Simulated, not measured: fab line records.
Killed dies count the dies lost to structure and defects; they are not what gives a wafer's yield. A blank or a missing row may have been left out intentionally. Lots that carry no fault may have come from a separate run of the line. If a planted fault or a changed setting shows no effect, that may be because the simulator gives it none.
Chamber matching -- flow n5-finfet -- N5_BEOL_M10_ETCH_65 on rie-diel-06: 4 sister chambers
The step etches SiARC in CF4, target depth 39 nm, time 65 s. 8 wafers are shown with their chamber, then 7 later ones without.

WAFERS, EACH WITH ITS CHAMBER
wafer,chamber,drypump-motor-current-A (A),showerhead-plenum-p-Torr (Torr)
L076.1,0,4.9,2.09
L076.4,3,5.8,2.13
L081.5,1,5.1,2.14
L083.2,2,6.6,2.19
L083.3,1,5.2,2.14
L083.6,2,6.6,2.19
L084.1,3,5.8,2.12
L084.5,0,4.9,2.08

WAFERS WITHOUT THEIR CHAMBER
wafer,drypump-motor-current-A (A),showerhead-plenum-p-Torr (Torr)
L084.6,5.2,2.14
L090.1,5.2,2.13
L090.5,4.9,2.08
L090.6,5.8,2.12
L093.3,5.2,2.13
L093.5,6.6,2.18
L093.6,4.9,2.08

WHICH CHAMBER EACH ONE RAN IN
wafer,from the rows above,in truth
L084.6,1,1
L090.1,1,1
L090.5,0,0
L090.6,3,3
L093.3,1,1
L093.5,2,2
L093.6,0,0
Correct placement for 7 of the 7. Number that these rows cannot place: 0. Placed wrongly: 0.
How it was worked out, from the rows above alone: a wafer's distance from a chamber is the root of the sum, over the readings, of the square of ((its reading less the chamber's mean) divided by the reading's scatter). If the next closest chamber is less than 2 further off than the closest, the wafer can't be placed; otherwise it belongs to the closest. A chamber's mean is the mean of its shown wafers. How the scatter is found: for the shown wafers, subtract from each reading the mean of its chamber, square and add these, divide the total by (wafers less chambers), then take the root.
